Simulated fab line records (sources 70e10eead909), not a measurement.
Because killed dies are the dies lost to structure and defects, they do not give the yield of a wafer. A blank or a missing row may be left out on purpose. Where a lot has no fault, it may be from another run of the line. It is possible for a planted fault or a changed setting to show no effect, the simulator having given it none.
fab line records ; flow nand-harc ; part 1 of 2: steps 1 to 24 of 30
[record] lots = 5; wafers = 15; last-day = 33
route steps=1302 shown A_STAIRCASE@710
lots that met no fault: taken from a fault-free run of the same line
start-h: the number of hours between the record's first day and the start of the first shown wafer of the lot ; wait-h: how many hours have passed since the lot's step before this one ; " repeats the value in the row above ; L1.1+2: several wafers, shown together as one row ; - no value, or no start given ; * or withheld: withheld ; < > ~ a bound
route shown NAME@n: names a module that has steps shown in the file, with the first one's number in the route ; usual: the fault-free wafers' mean and standard deviation ; same: alike in all rows ; chamber/n: place in a boat ; sites: the reading at each site ; _std_site: standard deviation across them ; _edge_site: the outer-site mean with the inner-site mean subtracted ; radius-mm: for every site, how far away it sits from the centre of the wafer ; mask NAME#n: copy n ; behind: the tool/chamber that last shaped the wafer ; hold: why the lot was held/for how many hours/how that ended ; device: whichever transistor did not switch (one of n, p or np) ; end of line: tests run on the same wafers once the route is complete ; a step given without rows: its recipe and nothing more ; killed: at the first sort, the dies lost to defects and structure; wafer yield is something else ; map: per-die view of a wafer (x killed, . not killed, _ where there is no die)
set.NAME: setting as actually run; set.NAME@STEP: the setting as run at that earlier step ; model.NAME: the simulator's own value behind a step, which no gauge read
lots seen at some steps along the route; tables by step, rows by wafer
services: from which hour (start-h, from the record's first day; less than 0 if before it) a tool's chamber was out of use, for how many hours, and why
[[steps]]
[step NHARC_A_STAIRCASE_TRIM_196]
[recipe] time-s = 211.2; o2-flow-sccm = 500; ar-flow-sccm = 0; bias-w = 0; chemistry = O2
[usual] drypump-motor-current-A = 5.8/0.52; oes-product-au = 1.001/0.0093; rf-vpp-V = 57.8/0.95; showerhead-plenum-p-Torr = 3.50/0.18; throttle-valve-pct = 17.036/0.0095
lot.wafer;tool;chamber;start-h;wait-h;drypump-motor-current-A;oes-product-au;rf-hours-counter-h;rf-vpp-V;showerhead-plenum-p-Torr;throttle-valve-pct
L078.3;rie-diel-08;0;416.33;0.1;4.9;1.003;14;56.5;3.28;17.023
L078.1;rie-diel-08;3;416.33;0.1;6.2;1.006;11;57.9;3.31;17.048
L078.5;rie-diel-08;0;416.33;0.1;4.9;0.990;-;56.7;3.28;17.017
L083.2;rie-diel-02;2;455.34;0.1;6.1;0.994;22;58.3;3.41;17.051
L083.4;rie-diel-02;0;455.34;0.1;5.7;0.995;20;57.3;3.73;17.034
L083.6;rie-diel-02;3;455.34;0.1;6.6;0.999;-;57.9;3.77;17.047
L089.1;rie-diel-09;3;513.90;0.1;6.4;1.007;1;56.7;3.29;17.034
L089.2;rie-diel-09;0;513.90;0.1;5.2;1.010;2;60.0;3.36;17.037
L089.4;rie-diel-09;2;513.90;0.1;5.3;1.017;1;58.6;3.74;17.027
L091.1;rie-diel-08;3;535.99;0.1;6.2;0.989;55;56.7;3.29;17.033
L091.2;rie-diel-08;0;535.99;0.1;4.9;0.993;58;56.7;3.26;17.043
L091.3;rie-diel-08;1;535.99;0.1;6.2;1.006;53;57.6;3.52;17.035
L097.2;rie-diel-08;1;594.34;0.1;6.2;0.993;9;58.4;3.52;17.043
L097.5;rie-diel-08;2;594.34;0.1;5.4;0.994;-;59.1;3.39;17.029
L097.6;rie-diel-08;3;594.34;0.1;6.2;0.991;-;59.6;3.80;17.040
[step NHARC_A_STAIRCASE_ETCH_197]
[recipe] target-depth-a = 1000; time-s = 40.5; ion-energy-ev = 400; c4f8-flow-sccm = 20; o2-flow-sccm = 10; ar-flow-sccm = withheld; rf-w = 600; bias-w = 1000; chemistry = C4F8/O2
[usual] oes-product-au = 0.957/0.017; rf-vpp-V = 895/6.7
lot.wafer;tool;chamber;start-h;wait-h;oes-product-au;rf-hours-counter-h;rf-vpp-V
L078.1;rie-diel-08;3;-;-;0.980;11;887
L078.3;rie-diel-08;0;-;-;0.954;15;886
L078.5;rie-diel-08;2;-;-;0.989;-;893
L083.2;rie-diel-02;3;-;-;0.947;10;906
L083.4;rie-diel-02;1;-;-;0.960;22;897
L083.6;rie-diel-02;3;-;-;0.947;-;905
L089.4;rie-diel-09;1;-;-;0.981;2;900
L089.2;rie-diel-09;2;-;-;0.982;1;904
L089.1;rie-diel-09;0;-;-;0.953;2;890
L091.2;rie-diel-08;3;-;-;0.931;55;888
L091.1;rie-diel-08;0;-;-;0.940;58;886
L091.3;rie-diel-08;1;-;-;0.946;53;896
L097.2;rie-diel-08;0;-;-;0.938;8;906
L097.5;rie-diel-08;2;-;-;0.933;-;892
L097.6;rie-diel-08;3;-;-;0.924;-;907
[step NHARC_A_STAIRCASE_TRIM_198]
[recipe] time-s = 211.2; o2-flow-sccm = 500; ar-flow-sccm = 0; bias-w = 0; chemistry = O2
[usual] drypump-motor-current-A = 5.8/0.51; oes-product-au = 1.002/0.0099; rf-vpp-V = 57.8/0.96; showerhead-plenum-p-Torr = 3.50/0.19; throttle-valve-pct = 17.035/0.0084
lot.wafer;tool;chamber;start-h;wait-h;drypump-motor-current-A;oes-product-au;rf-hours-counter-h;rf-vpp-V;showerhead-plenum-p-Torr;throttle-valve-pct
L078.3;rie-diel-08;3;-;-;6.3;1.000;11;58.1;3.31;17.034
L078.1;rie-diel-08;2;-;-;5.4;1.008;11;58.5;3.42;17.025
L078.5;rie-diel-08;0;-;-;4.9;0.984;-;56.4;3.28;17.038
L083.2;rie-diel-02;0;-;-;5.8;1.008;20;57.6;3.73;17.036
L083.4;rie-diel-02;2;-;-;6.0;1.002;22;56.8;3.41;17.026
L083.6;rie-diel-02;3;-;-;6.5;0.999;-;60.3;3.77;17.033
L089.2;rie-diel-09;3;-;-;6.4;1.010;1;56.6;3.29;17.022
L089.1;rie-diel-09;1;-;-;5.8;1.008;2;58.1;3.71;17.022
L089.4;rie-diel-09;2;-;-;5.2;1.011;1;58.2;3.74;17.041
L091.2;rie-diel-08;1;-;-;6.2;1.007;53;57.3;3.52;17.034
L091.3;rie-diel-08;3;-;-;6.2;0.994;55;57.4;3.29;17.033
L091.1;rie-diel-08;0;-;-;4.9;0.996;58;57.7;3.26;17.051
L097.2;rie-diel-08;2;-;-;5.4;0.989;7;57.7;3.39;17.037
L097.5;rie-diel-08;3;-;-;6.3;0.981;-;58.3;3.80;17.033
L097.6;rie-diel-08;0;-;-;4.9;0.975;-;59.4;3.80;17.037
[step NHARC_A_STAIRCASE_ETCH_199]
[recipe] target-depth-a = 1000; time-s = 40.5; ion-energy-ev = 400; c4f8-flow-sccm = 20; o2-flow-sccm = 10; ar-flow-sccm = withheld; rf-w = 600; bias-w = 1000; chemistry = C4F8/O2
[usual] oes-product-au = 0.949/0.011; rf-vpp-V = 895/6.7
lot.wafer;tool;chamber;start-h;wait-h;oes-product-au;rf-hours-counter-h;rf-vpp-V
L078.1;rie-diel-08;1;-;-;0.958;13;897
L078.3;rie-diel-08;3;-;-;0.949;12;888
L078.5;rie-diel-08;1;-;-;0.958;-;897
L083.4;rie-diel-02;3;-;-;0.940;10;906
L083.2;rie-diel-02;1;-;-;0.943;22;896
L083.6;rie-diel-02;0;-;-;0.949;-;903
L089.1;rie-diel-09;3;-;-;0.956;1;887
L089.2;rie-diel-09;0;-;-;0.951;2;890
L089.4;rie-diel-09;1;-;-;0.976;2;902
L091.2;rie-diel-08;0;-;-;0.949;58;885
L091.3;rie-diel-08;2;-;-;0.961;54;892
L091.1;rie-diel-08;3;-;-;0.956;55;886
L097.2;rie-diel-08;1;-;-;0.952;9;897
L097.6;rie-diel-08;2;-;-;0.956;-;890
L097.5;rie-diel-08;3;-;-;0.931;-;906
[step NHARC_A_STAIRCASE_TRIM_200]
[recipe] time-s = 211.2; o2-flow-sccm = 500; ar-flow-sccm = 0; bias-w = 0; chemistry = O2
[usual] drypump-motor-current-A = 5.8/0.51; oes-product-au = 1.002/0.0085; rf-vpp-V = 57.7/0.9; showerhead-plenum-p-Torr = 3.50/0.18; throttle-valve-pct = 17.036/0.0098
lot.wafer;tool;chamber;start-h;wait-h;drypump-motor-current-A;oes-product-au;rf-hours-counter-h;rf-vpp-V;showerhead-plenum-p-Torr;throttle-valve-pct
L078.3;rie-diel-08;1;-;-;6.2;0.998;13;57.4;3.55;17.033
L078.1;rie-diel-08;3;-;-;6.2;0.996;12;57.0;3.31;17.027
L078.5;rie-diel-08;0;-;-;4.9;0.995;-;57.8;3.28;17.050
L083.4;rie-diel-02;1;-;-;6.1;1.007;22;58.3;3.52;17.031
L083.2;rie-diel-02;2;-;-;6.1;0.992;22;58.7;3.41;17.029
L083.6;rie-diel-02;0;-;-;5.7;1.006;-;58.1;3.73;17.044
L089.4;rie-diel-09;3;-;-;6.4;1.008;1;57.8;3.29;17.043
L089.1;rie-diel-09;0;-;-;5.2;1.001;2;58.2;3.36;17.018
L089.2;rie-diel-09;1;-;-;5.8;0.997;2;58.1;3.71;17.049
L091.2;rie-diel-08;2;-;-;5.4;1.003;54;57.4;3.40;17.033
L091.1;rie-diel-08;3;-;-;6.2;0.991;55;57.9;3.29;17.037
L091.3;rie-diel-08;1;-;-;6.2;1.013;54;58.7;3.52;17.019
L097.2;rie-diel-08;1;-;-;6.2;1.009;9;57.0;3.52;17.043
L097.5;rie-diel-08;1;-;-;6.2;0.997;-;57.9;3.52;17.042
L097.6;rie-diel-08;2;-;-;5.5;0.988;-;57.1;3.39;17.034
[step NHARC_A_STAIRCASE_ETCH_201]
[recipe] target-depth-a = 1000; time-s = 40.5; ion-energy-ev = 400; c4f8-flow-sccm = 20; o2-flow-sccm = 10; ar-flow-sccm = withheld; rf-w = 600; bias-w = 1000; chemistry = C4F8/O2
[usual] oes-product-au = 0.946/0.01; rf-vpp-V = 895/6.9
lot.wafer;tool;chamber;start-h;wait-h;oes-product-au;rf-hours-counter-h;rf-vpp-V
L078.1;rie-diel-08;0;-;-;0.939;15;887
L078.3;rie-diel-08;1;-;-;0.952;13;897
L078.5;rie-diel-08;1;-;-;0.939;-;896
L083.2;rie-diel-02;0;-;-;0.950;20;903
L083.4;rie-diel-02;1;-;-;0.948;22;896
L083.6;rie-diel-02;2;-;-;0.942;-;892
L089.2;rie-diel-09;2;-;-;0.955;1;905
L089.1;rie-diel-09;3;-;-;0.954;2;888
L089.4;rie-diel-09;1;-;-;0.958;2;903
L091.3;rie-diel-08;2;-;-;0.953;54;890
L091.1;rie-diel-08;3;-;-;0.957;55;886
L091.2;rie-diel-08;0;-;-;0.960;58;886
L097.2;rie-diel-08;3;-;-;0.942;8;906
L097.5;rie-diel-08;0;-;-;0.933;-;907
L097.6;rie-diel-08;1;-;-;0.936;-;896
[step NHARC_A_STAIRCASE_TRIM_202]
[recipe] time-s = 211.2; o2-flow-sccm = 500; ar-flow-sccm = 0; bias-w = 0; chemistry = O2
[usual] drypump-motor-current-A = 5.8/0.5; oes-product-au = 1.001/0.0087; rf-vpp-V = 57.9/0.86; showerhead-plenum-p-Torr = 3.51/0.18; throttle-valve-pct = 17.035/0.01
lot.wafer;tool;chamber;start-h;wait-h;drypump-motor-current-A;oes-product-au;rf-hours-counter-h;rf-vpp-V;showerhead-plenum-p-Torr;throttle-valve-pct
L078.3;rie-diel-08;2;-;-;5.4;1.004;11;58.0;3.42;17.024
L078.1;rie-diel-08;0;-;-;4.9;0.990;15;57.6;3.28;17.035
L078.5;rie-diel-08;2;-;-;5.4;1.009;-;58.1;3.42;17.038
L083.4;rie-diel-02;1;-;-;6.2;1.005;23;57.8;3.52;17.028
L083.2;rie-diel-02;2;-;-;6.0;0.992;22;58.9;3.41;17.046
L083.6;rie-diel-02;0;-;-;5.8;1.000;-;58.5;3.73;17.029
L089.2;rie-diel-09;2;-;-;5.2;1.006;1;57.9;3.74;17.026
L089.1;rie-diel-09;3;-;-;6.4;1.003;2;56.5;3.29;17.023
L089.4;rie-diel-09;0;-;-;5.2;1.010;2;57.9;3.36;17.024
L091.1;rie-diel-08;1;-;-;6.2;1.006;54;57.9;3.52;17.037
L091.2;rie-diel-08;2;-;-;5.5;1.004;54;55.8;3.40;17.039
L091.3;rie-diel-08;3;-;-;6.2;0.992;55;57.2;3.29;17.034
L097.2;rie-diel-08;2;-;-;5.5;0.986;7;57.5;3.39;17.027
L097.5;rie-diel-08;0;-;-;4.9;0.986;-;59.5;3.80;17.023
L097.6;rie-diel-08;1;-;-;6.2;0.984;-;58.1;3.52;17.047
[step NHARC_A_STAIRCASE_ETCH_203]
[recipe] target-depth-a = 1000; time-s = 40.5; ion-energy-ev = 400; c4f8-flow-sccm = 20; o2-flow-sccm = 10; ar-flow-sccm = withheld; rf-w = 600; bias-w = 1000; chemistry = C4F8/O2
[usual] oes-product-au = 0.946/0.0091; rf-vpp-V = 895/6.9
lot.wafer;tool;chamber;start-h;wait-h;oes-product-au;rf-hours-counter-h;rf-vpp-V
L078.1;rie-diel-08;0;-;-;0.935;15;886
L078.3;rie-diel-08;2;-;-;0.956;12;891
L078.5;rie-diel-08;1;-;-;0.966;-;897
L083.2;rie-diel-02;0;-;-;0.947;20;904
L083.4;rie-diel-02;3;-;-;0.949;10;905
L083.6;rie-diel-02;1;-;-;0.948;-;894
L089.1;rie-diel-09;0;-;-;0.951;2;889
L089.4;rie-diel-09;1;-;-;0.949;2;902
L089.2;rie-diel-09;2;-;-;0.951;1;904
L091.3;rie-diel-08;0;-;-;0.955;58;887
L091.1;rie-diel-08;2;-;-;0.948;54;892
L091.2;rie-diel-08;3;-;-;0.949;55;888
L097.2;rie-diel-08;3;-;-;0.931;8;906
L097.5;rie-diel-08;1;-;-;0.944;-;897
L097.6;rie-diel-08;2;-;-;0.938;-;891
[step NHARC_A_STAIRCASE_STRIP_205]
[recipe] power-w = 1500; temp-c = 250; chemistry = O2
[usual] drypump-motor-current-A = 6.0/0.36; heater-power-w = 318/25
lot.wafer;tool;chamber;start-h;wait-h;drypump-motor-current-A;heater-power-w;rf-hours-counter-h
L078.1;plasma-asher-01;0;417.40;0.1;6.2;327;13
L078.3;plasma-asher-01;1;417.40;0.1;5.7;322;-
L078.5;plasma-asher-01;0;417.40;0.1;6.2;327;-
L083.2;plasma-asher-02;0;456.47;0.1;6.4;338;4
L083.4;plasma-asher-02;1;456.47;0.1;5.5;278;-
L083.6;plasma-asher-02;1;456.47;0.1;5.5;266;-
L089.1;plasma-asher-02;0;514.96;0.1;6.4;332;15
L089.2;plasma-asher-02;1;514.96;0.1;5.5;269;15
L089.4;plasma-asher-02;0;514.96;0.1;6.4;332;-
L091.1;plasma-asher-01;0;537.22;0.2;6.2;337;2
L091.2;plasma-asher-01;1;537.22;0.2;5.7;330;2
L091.3;plasma-asher-01;1;537.22;0.2;5.7;332;-
L097.2;plasma-asher-01;0;595.39;0.1;6.2;351;12
L097.5;plasma-asher-01;1;595.39;0.1;5.7;332;-
L097.6;plasma-asher-01;0;595.39;0.1;6.2;340;-
[step NHARC_A_STAIRCASE_STRIP_206]
[recipe] time-s = 900; temp-c = 130; chemistry = SPM
lot.wafer;tool;chamber;start-h;wait-h
L078.3+5+1;wet-bench-03;5,6,1;417.75;0.2
L083.2+4+6;wet-bench-06;5,7,1;456.83;0.3
L089.2+1+4;wet-bench-03;2,3,4;515.33;0.3
L091.1+3+2;wet-bench-05;0,1,3;537.58;0.3
L097.2+5+6;wet-bench-03;2,3,7;595.69;0.3
[step NHARC_A_STAIRCASE_PRECLEAN_207]
[recipe] time-s = *; temp-c = 50; bath-age-min = 0; chemistry = SC1
[usual] nh4oh-flow-mL-min = 28.31/0.097
lot.wafer;tool;chamber;start-h;wait-h;nh4oh-flow-mL-min
L078.3;wet-bench-03;5;-;-;28.39
L078.5;wet-bench-03;6;-;-;28.35
L078.1;wet-bench-03;1;-;-;28.40
L083.2;wet-bench-06;5;-;-;28.28
L083.4;wet-bench-06;7;-;-;28.47
L083.6;wet-bench-06;1;-;-;28.20
L089.2;wet-bench-03;2;-;-;28.43
L089.1;wet-bench-03;3;-;-;28.12
L089.4;wet-bench-03;4;-;-;28.21
L091.1;wet-bench-05;0;-;-;28.31
L091.3;wet-bench-05;1;-;-;28.23
L091.2;wet-bench-05;3;-;-;28.25
L097.2;wet-bench-03;2;-;-;28.32
L097.5;wet-bench-03;3;-;-;28.36
L097.6;wet-bench-03;7;-;-;28.29
[step NHARC_A_STAIRCASE_SRD_208]
lot.wafer;tool;chamber;start-h;wait-h
L078.3+5+1;wet-bench-03;5,6,1;-;-
L083.2+4+6;wet-bench-06;5,7,1;-;-
L089.2+1+4;wet-bench-03;2,3,4;-;-
L091.1+3+2;wet-bench-05;0,1,3;-;-
L097.2+5+6;wet-bench-03;2,3,7;-;-
[step NHARC_A_STAIRCASE_DEHYDRATE_209]
[recipe] temp-c = 150; time-s = 120
lot.wafer;tool;chamber;start-h;wait-h
L078.1+3+5;litho-track-05;0;418.19;-
L083.2+4+6;litho-track-05;0;457.28;-
L089.1+2+4;litho-track-05;0;515.76;-
L091.1+2+3;litho-track-07;0;538.03;-
L097.2+5+6;litho-track-07;0;596.15;-
[step NHARC_A_STAIRCASE_HMDS_210]
[recipe] time-s = 30
lot.wafer;tool;chamber;start-h;wait-h
L078.1+3+5;litho-track-05;0;-;-
L083.2+4+6;litho-track-05;0;-;-
L089.1+2+4;litho-track-05;0;-;-
L091.1+2+3;litho-track-07;0;-;-
L097.2+5+6;litho-track-07;0;-;-
[step NHARC_A_STAIRCASE_COAT_211]
[recipe] spin-rpm = 1200
lot.wafer;tool;chamber;start-h;wait-h
L078.1+3+5;litho-track-05;0;-;-
L083.2+4+6;litho-track-05;0;-;-
L089.1+2+4;litho-track-05;0;-;-
L091.1+2+3;litho-track-07;0;-;-
L097.2+5+6;litho-track-07;0;-;-
[step NHARC_A_STAIRCASE_SOFTBAKE_212]
[recipe] temp-c = 135; time-s = 170
lot.wafer;tool;chamber;start-h;wait-h
L078.1+3+5;litho-track-05;0;-;-
L083.2+4+6;litho-track-05;0;-;-
L089.1+2+4;litho-track-05;0;-;-
L091.1+2+3;litho-track-07;0;-;-
L097.2+5+6;litho-track-07;0;-;-
[step NHARC_A_STAIRCASE_EBR_213]
lot.wafer;tool;chamber;start-h;wait-h
L078.1+3+5;litho-track-05;0;-;-
L083.2+4+6;litho-track-05;0;-;-
L089.1+2+4;litho-track-05;0;-;-
L091.1+2+3;litho-track-07;0;-;-
L097.2+5+6;litho-track-07;0;-;-
[step NHARC_A_STAIRCASE_EXPOSE_214]
[recipe] na = 0.5; dose-mj = 31.26; mask-id = STAIR_3
lot.wafer;tool;chamber;start-h;wait-h;mask
L078.1+3+5;krf-scanner-01;0;418.52;-;STAIR_3#0
L083.2+4+6;krf-scanner-04;0;457.49;-;STAIR_3#0
L089.1+2+4;krf-scanner-01;0;516.09;-;STAIR_3#0
L091.1+2+3;krf-scanner-01;0;538.24;-;STAIR_3#0
L097.2+5+6;krf-scanner-04;0;596.48;-;STAIR_3#0
[step NHARC_A_STAIRCASE_PEB_215]
[recipe] peb-temp-c = 115; peb-time-s = 130
lot.wafer;tool;chamber;start-h;wait-h
L078.1+3+5;litho-track-07;0;418.59;0.1
L083.2+4+6;litho-track-07;0;457.55;0.1
L089.1+2+4;litho-track-02;0;516.16;0.1
L091.1+2+3;litho-track-07;0;538.31;0.1
L097.2+5+6;litho-track-07;0;596.55;0.1
[step NHARC_A_STAIRCASE_DEVELOP_216]
[recipe] time-s = 140
lot.wafer;tool;chamber;start-h;wait-h
L078.1+3+5;litho-track-07;0;-;-
L083.2+4+6;litho-track-07;0;-;-
L089.1+2+4;litho-track-02;0;-;-
L091.1+2+3;litho-track-07;0;-;-
L097.2+5+6;litho-track-07;0;-;-
[step NHARC_A_STAIRCASE_HARDBAKE_218]
[recipe] temp-c = 120; time-s = 140
lot.wafer;tool;chamber;start-h;wait-h
L078.1+3+5;litho-track-05;0;418.81;-
L083.2+4+6;litho-track-07;0;457.77;-
L089.1+2+4;litho-track-02;0;516.37;-
L091.1+2+3;litho-track-02;0;538.53;-
L097.2+5+6;litho-track-07;0;596.77;-
[step NHARC_A_STAIRCASE_DESCUM_219]
[recipe] time-s = 3; o2-flow-sccm = 200; ar-flow-sccm = 0; bias-power-w = 0; chemistry = O2
[usual] drypump-motor-current-A = 5.8/0.5; oes-product-au = 1.002/0.0097; rf-vpp-V = 57.6/0.88; showerhead-plenum-p-Torr = 1.89/0.097; throttle-valve-pct = 11.311/0.0093
lot.wafer;tool;chamber;start-h;wait-h;drypump-motor-current-A;oes-product-au;rf-hours-counter-h;rf-vpp-V;showerhead-plenum-p-Torr;throttle-valve-pct
L078.3;rie-diel-08;1;418.92;-;6.2;1.016;14;58.7;1.92;11.308
L078.1;rie-diel-08;2;418.92;-;5.4;1.005;12;56.5;1.85;11.302
L078.5;rie-diel-08;1;418.92;-;6.2;1.015;-;56.7;1.92;11.289
L083.2;rie-diel-08;0;457.88;-;4.9;0.992;29;56.6;1.76;11.310
L083.4;rie-diel-08;2;457.88;-;5.4;1.013;29;58.2;1.85;11.333
L083.6;rie-diel-08;3;457.88;-;6.2;1.000;-;57.3;1.78;11.325
L089.2;rie-diel-02;1;516.47;-;6.1;1.007;45;56.0;1.90;11.316
L089.1;rie-diel-02;3;516.47;-;6.6;0.992;32;57.5;2.05;11.311
L089.4;rie-diel-02;0;516.47;-;5.7;0.996;44;57.4;2.02;11.309
L091.2;rie-diel-08;0;538.62;-;4.9;0.989;58;57.1;1.76;11.300
L091.3;rie-diel-08;1;538.62;-;6.2;0.996;54;57.7;1.91;11.311
L091.1;rie-diel-08;3;538.62;-;6.2;1.001;55;57.5;1.77;11.312
L097.2;rie-diel-08;3;596.87;-;6.3;1.000;8;57.0;2.07;11.322
L097.5;rie-diel-08;1;596.87;-;6.2;0.997;-;58.2;1.91;11.313
L097.6;rie-diel-08;2;596.87;-;5.4;0.993;-;56.9;1.83;11.316
[step NHARC_A_STAIRCASE_TRIM_220]
[recipe] time-s = 211.2; o2-flow-sccm = 500; ar-flow-sccm = 0; bias-w = 0; chemistry = O2
[usual] drypump-motor-current-A = 5.8/0.51; oes-product-au = 1.003/0.01; rf-vpp-V = 57.8/0.84; showerhead-plenum-p-Torr = 3.49/0.17; throttle-valve-pct = 17.036/0.0094
lot.wafer;tool;chamber;start-h;wait-h;drypump-motor-current-A;oes-product-au;rf-hours-counter-h;rf-vpp-V;showerhead-plenum-p-Torr;throttle-valve-pct
L078.3;rie-diel-08;3;419.04;0.1;6.3;1.009;12;58.3;3.31;17.032
L078.1;rie-diel-08;0;419.04;0.1;4.9;0.988;15;58.4;3.28;17.040
L078.5;rie-diel-08;1;419.04;0.1;6.2;1.014;-;59.0;3.55;17.038
L083.2;rie-diel-08;3;457.97;0.1;6.3;1.001;28;57.9;3.30;17.045
L083.4;rie-diel-08;0;457.97;0.1;5.0;0.998;29;56.9;3.27;17.033
L083.6;rie-diel-08;3;457.97;0.1;6.3;1.005;-;58.6;3.30;17.028
L089.4;rie-diel-02;1;516.55;0.1;6.1;0.997;45;57.7;3.51;17.023
L089.2;rie-diel-02;2;516.55;0.1;6.1;0.984;43;58.7;3.40;17.056
L089.1;rie-diel-02;0;516.55;0.1;5.7;0.993;44;58.0;3.72;17.032
L091.3;rie-diel-08;0;538.70;0.1;4.9;1.002;58;57.8;3.26;17.054
L091.1;rie-diel-08;1;538.70;0.1;6.2;0.998;54;58.5;3.52;17.031
L091.2;rie-diel-08;2;538.70;0.1;5.4;0.996;54;57.2;3.40;17.028
L097.2;rie-diel-08;0;596.96;0.1;4.9;0.983;8;58.7;3.80;17.033
L097.5;rie-diel-08;3;596.96;0.1;6.3;0.988;-;58.2;3.80;17.036
L097.6;rie-diel-08;0;596.96;0.1;4.9;0.985;-;58.8;3.80;17.047
[step NHARC_A_STAIRCASE_ETCH_221]
[recipe] target-depth-a = 1000; time-s = 40.5; ion-energy-ev = 400; c4f8-flow-sccm = 20; o2-flow-sccm = 10; ar-flow-sccm = withheld; rf-w = 600; bias-w = 1000; chemistry = C4F8/O2
[usual] oes-product-au = 0.945/0.014; rf-vpp-V = 894/6.3
lot.wafer;tool;chamber;start-h;wait-h;oes-product-au;rf-hours-counter-h;rf-vpp-V
L078.1;rie-diel-08;1;-;-;0.941;14;898
L078.3;rie-diel-08;3;-;-;0.938;12;888
L078.5;rie-diel-08;1;-;-;0.933;-;897
L083.2;rie-diel-08;3;-;-;0.936;28;887
L083.4;rie-diel-08;2;-;-;0.955;29;891
L083.6;rie-diel-08;0;-;-;0.942;-;887
L089.4;rie-diel-02;2;-;-;0.937;43;891
L089.1;rie-diel-02;0;-;-;0.956;44;904
L089.2;rie-diel-02;1;-;-;0.949;45;895
L091.3;rie-diel-08;3;-;-;0.942;55;886
L091.1;rie-diel-08;0;-;-;0.926;58;885
L091.2;rie-diel-08;2;-;-;0.937;54;891
L097.2;rie-diel-08;3;-;-;0.925;8;905
L097.5;rie-diel-08;1;-;-;0.919;-;895
L097.6;rie-diel-08;2;-;-;0.931;-;891
